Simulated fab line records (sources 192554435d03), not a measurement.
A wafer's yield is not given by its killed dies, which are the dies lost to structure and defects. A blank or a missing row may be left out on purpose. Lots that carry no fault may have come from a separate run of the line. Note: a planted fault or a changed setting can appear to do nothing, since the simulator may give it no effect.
fab line records ; flow n5_finfet
record: lots: 3; wafers: 9; last_day: 16
route steps=1938 shown BEOL_M4@1059
lots untouched by any fault: they come from a run of this same line in which no faults occurred
start_h: start of the lot's first displayed wafer, in hours after the record's first day ; wait_h: time in hours since the lot's previous step ; " repeats the value in the row above ; L1.1+2: a single row standing in for several wafers ; - no value present, or no start provided ; * or withheld: withheld ; < > ~ a bound
route shown NAME@n: names a module that has steps shown in the file, with the first one's number in the route ; usual: the fault-free wafers' mean and standard deviation ; same: alike in all rows ; chamber/n: place in a boat ; sites: readings site by site ; _std_site: standard deviation across them ; _edge_site: inner sites' mean taken away from outer sites' mean ; radius_mm: for every site, how far away it sits from the centre of the wafer ; mask NAME#n: copy n ; behind: tool/chamber where the wafer was last shaped ; hold: why the lot was held/for how many hours/how that ended ; device: the transistor (n, p or np) that didn't switch ; end of line: the tests these same wafers got at the end of their route ; for a step that has no rows: nothing shown but its recipe ; killed: dies lost to structure and defects at the first sort, not the wafer's yield ; map: dies across one wafer; x = killed, . = not, _ = none there
set.NAME: setting as actually run; set.NAME@STEP: the setting as run at that earlier step ; model.NAME: the simulator's own value behind a step, which no gauge read
certain route steps with their lots: each step a table, each wafer a row
services: a tool's chamber out of use, with start hour (start_h, from the record's first day; less than 0 if before it), hours out, and reason
== steps ==
step: N5_BEOL_M4_DESCUM_33
recipe: chemistry: O2; time_s: 7; source_power_w: 50; bias_power_w: 20; pressure_mtorr: 20; rf_frequency_hz: 2.712e+07; temp_c: 40; resist: CAR-EUV; o2_flow_sccm: 225
step: N5_BEOL_M4_ETCH_77
recipe: chemistry: N2/H2; target: underlayer; target_depth_a: 65; mask_material: CAR-EUV; time_s: 5.2; ion_energy_ev: 200; pressure_mtorr: 30; source_w: 840; bias_w: 150; n2_flow_sccm: 200; h2_flow_sccm: 200; ends: cleared
step: N5_BEOL_M4_ETCH_69
recipe: chemistry: CF4; target: SiARC; target_depth_a: 156; mask_material: CAR-EUV; time_s: 26; ion_energy_ev: 80; pressure_mtorr: 40; source_w: 545; bias_w: 36; Ar_flow_sccm: 100; cf4_flow_sccm: 100; ends: cleared
step: N5_BEOL_M4_ALD_98
recipe: material: SiO2; target_thk_a: 25; temp_c: 100; ald_precursor_family: BDEAS; ald_co_reactant: O2-plasma; pulse_time_s: 1; co_reactant_pulse_time_s: 1; purge_time_s: 2; co_reactant_purge_time_s: 2; ald_cycles: 17; pressure_torr: 2
step: N5_BEOL_M4_ETCHBACK_99
recipe: chemistry: CHF3; target: SiO2; target_depth_a: 50; time_s: 10.4; source_w: 215; bias_w: 47; Ar_flow_sccm: 200; CHF3_flow_sccm: 12; ion_energy_ev: 100; pressure_mtorr: 30
step: N5_BEOL_M4_ETCH_70
recipe: chemistry: N2/H2; target: SOC; target_depth_a: 800; overetch_a: 240; mask_material: SiARC; temp_c: 40; time_s: 130; ion_energy_ev: 200; pressure_mtorr: 30; source_w: 840; bias_w: 150; n2_flow_sccm: 200; h2_flow_sccm: 200
step: N5_BEOL_M4_STRIP_71
recipe: chemistry: N2/H2; temp_c: 40; n2_flow_sccm: 200; h2_flow_sccm: 200; rf_frequency_hz: 6e+07
step: N5_BEOL_M4_STRIP_78
recipe: chemistry: N2/H2; temp_c: 40; n2_flow_sccm: 200; h2_flow_sccm: 200; rf_frequency_hz: 6e+07
step: N5_BEOL_M4_VIA_ETCH_34
recipe: chemistry: C4F6/O2; target_depth_a: 694; mask_material: SOC; pressure_mtorr: 15; ion_energy_ev: 250; taper_deg: 4; time_s: 65.9; source_w: 350; bias_w: 170; Ar_flow_sccm: 300; C4F6_flow_sccm: 10; O2_flow_sccm: 10
step: N5_BEOL_M4_STRIP_83
recipe: chemistry: C4F6/O2; resist: SiARC; rf_frequency_hz: 6e+07
step: N5_BEOL_M4_STRIP_36
recipe: chemistry: N2/H2; power_w: 450; temp_c: 40; pressure_mtorr: 20; rf_frequency_hz: 6e+07; overash_fraction: 0.3; bias_power_w: 7; h2_frac: 0.5; n2_flow_sccm: 200; h2_flow_sccm: 200
step: N5_BEOL_M4_TRENCH_ETCH_37
recipe: chemistry: C4F6/O2; target_depth_a: 555.55; target: SiOC; time_s: 29.2; ion_energy_ev: 250; pressure_mtorr: 30; source_w: 355; bias_w: 185; Ar_flow_sccm: 300; C4F6_flow_sccm: 10; O2_flow_sccm: 10
usual: O2_flow_sccm: 10.00/0.03; drypump_motor_current_A: 5.8/0.44; oes_product_au: 0.79/0.083; rf_fwd_power_W: 350.5/1.7; rf_vpp_V: 664/5.4; showerhead_plenum_p_Torr: 2.88/0.1; throttle_valve_pct: 20.82/0.21
lot.wafer;tool;chamber;start_h;wait_h;O2_flow_sccm;drypump_motor_current_A;oes_product_au;rf_fwd_power_W;rf_hours_counter_h;rf_vpp_V;showerhead_plenum_p_Torr;throttle_valve_pct;model.etch.depth_nm;model.BEOL_M4.feature_depth_nm
L650.2;rie_diel-02;1;206.74;-;9.97;6.5;0.69;349.8;231;657;2.91;20.91;54.98;55
L650.4;rie_diel-02;2;206.74;-;10.01;6.2;0.77;351.7;122;665;2.98;20.74;55.43;55.4
L650.6;rie_diel-02;1;206.74;-;10.00;6.5;0.70;349.7;-;657;2.91;20.90;55.31;55.4
L666.4;rie_diel-01;0;282.00;-;9.96;5.6;0.69;349.6;227;655;2.71;21.19;53.79;53.8
L666.5;rie_diel-01;1;282.00;-;9.95;5.6;0.80;348.6;-;672;2.98;20.71;55.01;55
L666.6;rie_diel-01;0;282.00;-;10.00;5.6;0.69;352.1;-;657;2.71;21.19;53.43;53.4
L664.2;rie_diel-02;2;285.02;-;10.00;6.1;0.70;263.5;145;766;2.97;20.78;49.33;49.4
L664.3;rie_diel-02;3;285.02;-;9.98;5.9;0.72;350.6;168;668;2.74;20.77;54.58;54.6
L664.5;rie_diel-02;0;285.02;-;10.04;5.5;0.89;351.4;-;666;3.02;20.54;55.58;55.6
step: N5_BEOL_M4_ETCH_41
recipe: chemistry: CH3F/O2; target: SiCN; target_depth_a: 299; taper_deg: 2; time_s: 52.5; ion_energy_ev: 120; mask_material: TiN; pressure_mtorr: 30; source_w: 395; bias_w: 75; Ar_flow_sccm: 150; CH3F_flow_sccm: 30; O2_flow_sccm: 20
step: N5_BEOL_M4_STRIP_97
recipe: chemistry: N2/H2; time_s: 10; power_w: 450; temp_c: 40; pressure_mtorr: 20; rf_frequency_hz: 6e+07; bias_power_w: 7; n2_flow_sccm: 200; h2_flow_sccm: 200
step: N5_BEOL_M4_OCD_MEAS_38
usual: trench_depth_nm: 55.5/0.77
lot.wafer;tool;chamber;start_h;wait_h;trench_depth_nm
L650.2;ocd-01;-;206.89;-;54.7
L650.4;ocd-01;-;206.89;-;55.4
L650.6;ocd-01;-;206.89;-;55.5
L666.4;ocd-02;-;282.16;-;53.8
L666.5;ocd-02;-;282.16;-;55.0
L666.6;ocd-02;-;282.16;-;53.3
L664.2;ocd-01;-;285.18;-;49.0
L664.3;ocd-01;-;285.18;-;54.7
L664.5;ocd-01;-;285.18;-;55.3
step: N5_BEOL_M4_HM_STRIP_39
recipe: chemistry: peroxide_tin_strip; material: TiN; target_depth_a: 250; temp_c: 50; time_s: 158
step: N5_BEOL_M4_SRD_40
recipe: time_s: 30; temp_c: 23; rinse_liquid: diw; dry: ipa_marangoni
step: N5_BEOL_M4_PRECLEAN_42
recipe: chemistry: residue_remover; time_s: 60; temp_c: 40
step: N5_BEOL_M4_SRD_43
recipe: time_s: 30; temp_c: 23; rinse_liquid: diw; dry: ipa_marangoni
step: N5_BEOL_M4_DEGAS_44
recipe: ambient: vacuum; temp_c: 250; time_s: 60
step: N5_BEOL_M4_PRE_CLEAN_45
recipe: gas: H2/He; time_s: 30; temp_c: 250
step: N5_BEOL_M4_ALD_84
recipe: material: TaN; target_thk_a: *; temp_c: 275; ald_precursor_family: PDMAT; ald_co_reactant: NH3; pressure_torr: 3; carrier_flow_sccm: 1500; pulse_time_s: 2; purge_time_s: 3; co_reactant_purge_time_s: 2; co_reactant_pulse_time_s: 3; ald_cycles: 30; precursor_vessel_temp_c: 75; precursor_vessel_pressure_torr: 26.25; precursor_vessel_carrier_sccm: 1000
step: N5_BEOL_M4_SURFACE_TREAT_85
recipe: gas: Ar; time_s: *; ion_energy_ev: *; ion_current_ma_cm2: 0.5; pressure_mtorr: *; ar_flow_sccm: 30
step: N5_BEOL_M4_CVD_47
recipe: material: Co; target_thk_a: 30; temp_c: withheld; precursor: CCTBA/H2; pressure_torr: 30; time_s: 223.8
step: N5_BEOL_M4_SPUTTER_48
recipe: material: Cu; target_thk_a: 45; temp_c: -20; chamber_pressure_pa: 0.07; power_w: withheld; time_s: 8.29
step: N5_BEOL_M4_ANNEAL_49
recipe: temp_c: 400; time_s: 240; ambient: vacuum
step: N5_BEOL_M4_SPUTTER_79
recipe: material: Cu; target_thk_a: 45; temp_c: -20; chamber_pressure_pa: 0.07; power_w: withheld; time_s: 8.29
step: N5_BEOL_M4_ANNEAL_80
recipe: temp_c: 400; time_s: 240; ambient: vacuum
step: N5_BEOL_M4_SPUTTER_81
recipe: material: Cu; target_thk_a: 45; temp_c: -20; chamber_pressure_pa: 0.07; power_w: withheld; time_s: 8.29
step: N5_BEOL_M4_ANNEAL_82
recipe: temp_c: 400; time_s: 240; ambient: vacuum
step: N5_BEOL_M4_SPUTTER_86
recipe: material: Cu; target_thk_a: 45; temp_c: -20; chamber_pressure_pa: 0.07; power_w: withheld; time_s: 8.29
step: N5_BEOL_M4_ANNEAL_87
recipe: temp_c: 400; time_s: 240; ambient: vacuum
step: N5_BEOL_M4_SPUTTER_88
recipe: material: Cu; target_thk_a: 45; temp_c: -20; chamber_pressure_pa: 0.07; power_w: withheld; time_s: 8.29
step: N5_BEOL_M4_ANNEAL_89
recipe: temp_c: 400; time_s: 240; ambient: vacuum
step: N5_BEOL_M4_SPUTTER_90
recipe: material: Cu; target_thk_a: 45; temp_c: -20; chamber_pressure_pa: 0.07; power_w: withheld; time_s: 8.29
step: N5_BEOL_M4_ANNEAL_91
recipe: temp_c: 400; time_s: 240; ambient: vacuum
step: N5_BEOL_M4_SPUTTER_92
recipe: material: Cu; target_thk_a: 45; temp_c: -20; chamber_pressure_pa: 0.07; power_w: withheld; time_s: 8.29
step: N5_BEOL_M4_ANNEAL_93
recipe: temp_c: 400; time_s: 240; ambient: vacuum
step: N5_BEOL_M4_SPUTTER_94
recipe: material: Cu; target_thk_a: 45; temp_c: -20; chamber_pressure_pa: 0.07; power_w: withheld; time_s: 8.29
step: N5_BEOL_M4_ANNEAL_95
recipe: temp_c: 400; time_s: 240; ambient: vacuum
step: N5_BEOL_M4_CMP_52
recipe: stop_on: SiOC; t_overpolish_s: 6.8; down_force_psi: 1; platen_rpm: 50; clearing_platen_down_force_psi: 1.5; clearing_platen_rpm: 50; post_cmp_clean: cu_alkaline; target_thk_nm: 40; clearing_platen_pad_velocity_m_s: 0.99484; pad_velocity_m_s: 0.99484
usual: barrier_field_endpoint_s: 24.5/0.61; clearing_platen_down_force_psi: 1.500/0.003; motor_current_A: 6.3/0.49; overpolish_run_s: 6.799/0.0091; time_to_endpoint_s: 62.5/3
lot.wafer;tool;chamber;start_h;wait_h;barrier_field_endpoint_s;clearing_platen_down_force_psi;motor_current_A;overpolish_run_s;time_to_endpoint_s;model.Cu_of_BEOL_M4_ECD_50.thk_nm
L650.4;cmp-02;3;210.26;0.2;24.5;1.499;5.4;6.798;61.2;39.8
L650.2;cmp-02;0;210.26;0.2;24.4;1.499;6.1;6.793;61.9;39.8
L650.6;cmp-02;1;210.26;0.2;24.0;1.508;6.6;6.791;58.2;40.2
L666.4;cmp-02;1;285.89;0.4;23.9;1.504;6.8;6.796;58.7;36.4
L666.6;cmp-02;2;285.89;0.4;23.8;1.500;6.9;6.791;61.9;36.4
L666.5;cmp-02;3;285.89;0.4;24.3;1.496;5.7;6.807;58.3;37.4
L664.2;cmp-02;3;288.44;0.3;23.4;1.498;5.3;6.789;59.9;32.4
L664.3;cmp-02;0;288.44;0.3;24.0;1.505;5.9;6.780;59.0;38.8
L664.5;cmp-02;2;288.44;0.3;24.4;1.499;6.8;6.805;62.7;38.8
step: N5_BEOL_M4_THK_MEAS_53
recipe: thk_meas_gauge: xrf; reads: Cu_of_BEOL_M4_ECD_50
usual: M4_THK: 39.9/1.2
lot.wafer;tool;chamber;start_h;wait_h;M4_THK[nm]
L650.2;film_metro-02;-;210.48;-;39.7
L650.4;film_metro-02;-;210.48;-;39.7
L650.6;film_metro-02;-;210.48;-;40.4
L666.4;film_metro-02;-;286.07;-;36.2
L666.5;film_metro-02;-;286.07;-;37.3
L666.6;film_metro-02;-;286.07;-;36.5
L664.2;film_metro-02;-;288.66;-;32.3
L664.3;film_metro-02;-;288.66;-;38.8
L664.5;film_metro-02;-;288.66;-;38.8
step: N5_BEOL_M4_RS_MEAS_58
recipe: thk_meas_gauge: four-point-probe; reads: Co_of_BEOL_M4_CO_CAP_55+Cu_of_BEOL_M4_ECD_50+Co_of_BEOL_M4_CVD_47+TaN_of_BEOL_M4_ALD_84
usual: M4_RS: 0.672/0.027
lot.wafer;tool;chamber;start_h;wait_h;M4_RS[ohm/sq]
L650.2;film_metro-02;-;210.77;0.1;0.675
L650.4;film_metro-02;-;210.77;0.1;0.674
L650.6;film_metro-02;-;210.77;0.1;0.662
L666.4;film_metro-01;-;286.33;0.0;0.757
L666.5;film_metro-01;-;286.33;0.0;0.731
L666.6;film_metro-01;-;286.33;0.0;0.757
L664.2;film_metro-02;-;288.92;0.1;0.881
L664.3;film_metro-02;-;288.92;0.1;0.696
L664.5;film_metro-02;-;288.92;0.1;0.697
step: N5_BEOL_M4_RC_MEAS_101
usual: DIBL_N: 36.5/1.4; DIBL_P: 36.6/1.6; IOFF_N: 0.160/0.024; IOFF_P: 0.217/0.029; ION_N: 674/8.7; ION_P: 464/6.5; SERP_M4: 197/13; SERP_M4_max_site: 210/15; SS_N: 71.6/0.47; SS_P: 73.4/0.57; VT_N: 250.0/2.5; VT_P: -250/3.1
lot.wafer;tool;chamber;start_h;wait_h;DIBL_N[mV/V];DIBL_P[mV/V];IOFF_N[nA/um];IOFF_P[nA/um];ION_N[uA/um];ION_P[uA/um];SERP_M4[ohm/um];SERP_M4_max_site[ohm/um];SS_N[mV/dec];SS_P[mV/dec];VT_N[mV];VT_P[mV]
L650.2;prober-02;0;210.98;0.2;36.4;37.1;0.173;0.207;676;464;200;216;71.5;73.2;250.2;-250
L650.4;prober-02;0;210.98;0.2;37.4;37.9;0.186;0.223;679;457;206;224;71.3;74.2;248.0;-251
L650.6;prober-02;0;210.98;0.2;36.7;37.4;0.177;0.214;682;464;209;226;70.9;73.4;246.3;-253
L666.4;prober-01;0;286.84;0.5;35.6;35.8;0.148;0.229;680;473;229;237;71.2;73.2;249.0;-248
L666.5;prober-01;0;286.84;0.5;37.5;37.4;0.180;0.263;685;473;214;221;71.9;73.4;247.9;-243
L666.6;prober-01;0;286.84;0.5;34.8;34.1;0.131;0.214;668;469;213;227;71.3;73.2;252.6;-248
L664.2;prober-02;0;289.12;0.2;34.8;35.7;0.137;0.188;669;462;253;281;71.1;73.2;250.9;-255
L664.3;prober-02;0;289.12;0.2;36.4;36.4;0.147;0.208;666;460;201;206;72.1;73.9;252.5;-251
L664.5;prober-02;0;289.12;0.2;35.2;36.0;0.134;0.193;658;458;193;212;71.9;73.4;254.7;-251
sites SERP_M4 radius_mm=0,75,75,75,75,140,140,140,140
L650.2 195 215 194 203 202 199 200 216 199
L666.4 206 224 229 218 233 237 233 229 236
L664.2 228 243 243 243 260 281 253 266 272
== services ==
tool;chamber;start_h;hours;kind
rie_diel-01;2;185.30;17.7;repair
cmp-02;-;194.36;2.7;repair
rie_diel-02;1;195.81;5.5;repair
rie_diel-02;3;198.03;6.0;repair
cmp-02;-;218.33;5.7;pm
rie_diel-01;2;231.57;-;clean
rie_diel-01;2;231.57;-;consumable_replace:focus_ring
rie_diel-01;2;231.57;32.8;scheduled_down
rie_diel-01;2;231.57;32.8;vent_cycle
rie_diel-02;-;241.53;15.6;pm
cmp-02;-;247.72;1.5;repair
cmp-02;-;263.21;4.0;pm
cmp-02;-;267.21;-;consumable_replace:conditioner
cmp-02;-;267.21;-;consumable_replace:pad
rie_diel-02;1;277.02;-;clean
rie_diel-02;1;277.02;-;consumable_replace:focus_ring
rie_diel-02;1;277.02;15.9;scheduled_down
rie_diel-02;1;277.02;15.9;vent_cycle
== key ==
first_sign: step: N5_BEOL_M4_TRENCH_ETCH_37; reading: rf_fwd_power_W; direction: down; sigmas: 50; usual: *; struck: *
effect: step: N5_BEOL_M4_TRENCH_ETCH_37; reading: rf_vpp_V; direction: up; sigmas: 19; usual: 664; struck: 766
effect: step: N5_BEOL_M4_OCD_MEAS_38; reading: trench_depth_nm; direction: down; sigmas: 8.4; usual: 55.5; struck: 49.0
effect: step: N5_BEOL_M4_THK_MEAS_53; reading: M4_THK; direction: down; sigmas: 6.1; usual: 39.9; struck: 32.3
effect: step: N5_BEOL_M4_RS_MEAS_58; reading: M4_RS; direction: up; sigmas: 7.8; usual: 0.672; struck: 0.881
effect: step: N5_BEOL_M4_RC_MEAS_101; reading: SERP_M4; direction: up; sigmas: 4.4; usual: 197; struck: 253
effect: step: N5_BEOL_M4_RC_MEAS_101; reading: SERP_M4_max_site; direction: up; sigmas: 4.7; usual: 210; struck: 281
model_effect: step: N5_BEOL_M4_TRENCH_ETCH_37; value: etch.depth_nm; without: 54.85; struck: 49.33
model_effect: step: N5_BEOL_M4_CMP_52; value: Cu_of_BEOL_M4_ECD_50.thk_nm; without: 37.8; struck: 32.4
met_at N5_BEOL_M4_TRENCH_ETCH_37
struck_wafers L664.2
onset_between 206.74 285.02
fault: kind: process_parameter_drift; tool: rie_diel-02; chamber: 2; onset_h: 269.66; steps: N5_BEOL_M4_TRENCH_ETCH_37; channel: source_w; offset: -85.2; shape: step; end_h: 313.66; acts_in: these_recipes_only; stated: 355
